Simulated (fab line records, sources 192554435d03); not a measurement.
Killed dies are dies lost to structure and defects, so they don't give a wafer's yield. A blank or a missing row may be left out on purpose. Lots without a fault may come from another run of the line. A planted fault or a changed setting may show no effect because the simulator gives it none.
Chamber matching | flow n5_finfet | N5_BEOL_M11_ALD_74 on ald_metal-01: 4 sister chambers
The step deposits TaN, target thk 2 nm, pulse time 2 s, purge time 3 s. 4 wafers are shown with their chamber, then 7 later ones without.

WAFERS WITH THEIR CHAMBER
wafer  | chamber | heater_power_w (W)
L080.1 | 1       | 388
L080.2 | 3       | 457
L082.4 | 2       | 384
L082.5 | 0       | 462

WAFERS WITHOUT THEIR CHAMBER
wafer  | heater_power_w (W)
L082.6 | 396
L079.2 | 375
L079.3 | 389
L079.6 | 394
L094.3 | 374
L094.4 | 475
L094.5 | 369

WHICH CHAMBER EACH WENT THROUGH
wafer  | from the rows above     | in truth
L082.6 | can't be placed: 1 or 2 | 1
L079.2 | can't be placed: 2 or 1 | 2
L079.3 | can't be placed: 1 or 2 | 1
L079.6 | can't be placed: 1 or 2 | 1
L094.3 | can't be placed: 2 or 1 | 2
L094.4 | can't be placed: 0 or 3 | 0
L094.5 | can't be placed: 2 or 1 | 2
Placed correctly: 0 of 7. Can't be placed from these rows: 7 (the true chamber is among the candidates in 7). Placed wrongly: 0.
How it was worked out, from the rows above alone: a wafer's distance from a chamber is the root of the sum, over the readings, of the square of ((its reading less the chamber's mean) divided by the reading's scatter). The wafer belongs to the nearest chamber; if the next one is less than 2 further off, it can't be placed. A chamber's mean is the mean of its shown wafers. The scatter: with one shown wafer a chamber, the root of the mean of the squares of how far each hidden wafer lies from its nearest shown one.
